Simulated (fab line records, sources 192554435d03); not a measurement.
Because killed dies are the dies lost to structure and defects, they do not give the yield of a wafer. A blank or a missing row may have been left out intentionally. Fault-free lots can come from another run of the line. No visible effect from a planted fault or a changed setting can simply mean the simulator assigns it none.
A struck lot beside a sound one ; flow n5 finfet ; 20 steps out of a route of 1938
Sound: the wafers L510.1, L510.3, L510.4. Struck: wafers L524.1, L524.3, L524.4. The cause is given at the end.
Per side, at each step with rows, come the tool, then ch with its chambers, and then its first start. Under that, the readings that differ: sound wafers ; struck wafers ; difference of the means ; sigmas: that difference in standard deviations of wafers without a fault.
alike: readings with means less than 2 such deviations apart, plus words and numbers identical on both sides. not compared: withheld readings, readings lacking a value on some wafer, bounds such as >300 that could conceal the same value, and numbers that have no deviation in the record and whose values overlap.
The two part at a step that has a row with sigmas, a row that says differs or no value, or rows on one side only. Numbers that have no deviation but don't overlap get no sigmas and don't part them. Lack of a reading on every wafer of one side parts them only where that side has two or more wafers.

first, 9 steps without rows for these wafers: N5_BEOL_M7_DESCUM_16 (chemistry O2, time 7.9 s); N5_BEOL_M7_ETCH_61 (etches SiARC in CF4, target depth 45.5 nm, time 75.8 s); N5_BEOL_M7_ETCH_62 (etches SOC in N2/H2, target depth 110 nm, overetch 22 nm, time 165 s); N5_BEOL_M7_STRIP_68 (strips in N2/H2); N5_BEOL_M7_STRIP_67 (strips in CF4); N5_BEOL_M7_HM_OPEN_17 (chemistry Cl2/BCl3, target TiN, target depth 20 nm, overetch 6 nm); N5_BEOL_M7_STRIP_19 (strips in O2); N5_BEOL_M7_COAT_63 (time 60 s, resist thk 60 nm); N5_BEOL_M7_COAT_64 (time 60 s, resist thk 12 nm).
N5_BEOL_M7_COAT_71: time 60 s, resist thk 5 nm.
  sound on litho track-04 ch 0, day 9 10:02; struck on litho track-04 ch 0, day 13 02:15
reading;sound;struck;difference;sigmas
spin speed rpm (rpm);1499.4 1500.4 1500.1;1443.6 1445.0 1444.0;-55.8;-63
  alike: exhaust pa, heater power total W
then, 7 steps without rows for these wafers: N5_BEOL_M7_COAT_22 (resist thk 30 nm); N5_BEOL_M7_EBR_24; N5_BEOL_M7_SOFTBAKE_23 (time 60 s); N5_BEOL_M7_EXPOSE_25 (exposes mask V6, target cd 40 nm); N5_BEOL_M7_PEB_26 (peb time 60 s); N5_BEOL_M7_DEVELOP_27 (develop time 30 s); N5_BEOL_M7_DESCUM_33 (chemistry O2, time 7 s).
N5_BEOL_M7_ETCH_72: etches underlayer in N2/H2, target depth 6.5 nm, time 5.2 s.
  sound on rie diel-01 ch 0,1,2, day 9 10:27; struck on rie diel-01 ch 0,1,3, day 13 03:01
reading;sound;struck;difference;sigmas
model.etch.depth nm (nm);5.022 5.006 5.014;5.074 5.092 5.077;+0.067;
  alike: drypump motor current A, etch rf on time s, oes product au, rf vpp V, showerhead plenum p Torr, throttle valve pct
  not compared: rf hours counter h
then, 2 steps without rows for these wafers: N5_BEOL_M7_ETCH_65 (etches SiARC in CF4, target depth 15.6 nm, time 26 s); N5_PASSIVATION_PROBE_49.

WHERE THEY PART
At N5_BEOL_M7_COAT_71 and nowhere else, as far as this record goes. Later steps at which nothing parts them and some readings are alike: N5_BEOL_M7_ETCH_72.

WHY: the cause the simulator had injected
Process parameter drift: litho track-04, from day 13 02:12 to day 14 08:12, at N5_BEOL_M7_COAT_71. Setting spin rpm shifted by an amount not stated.
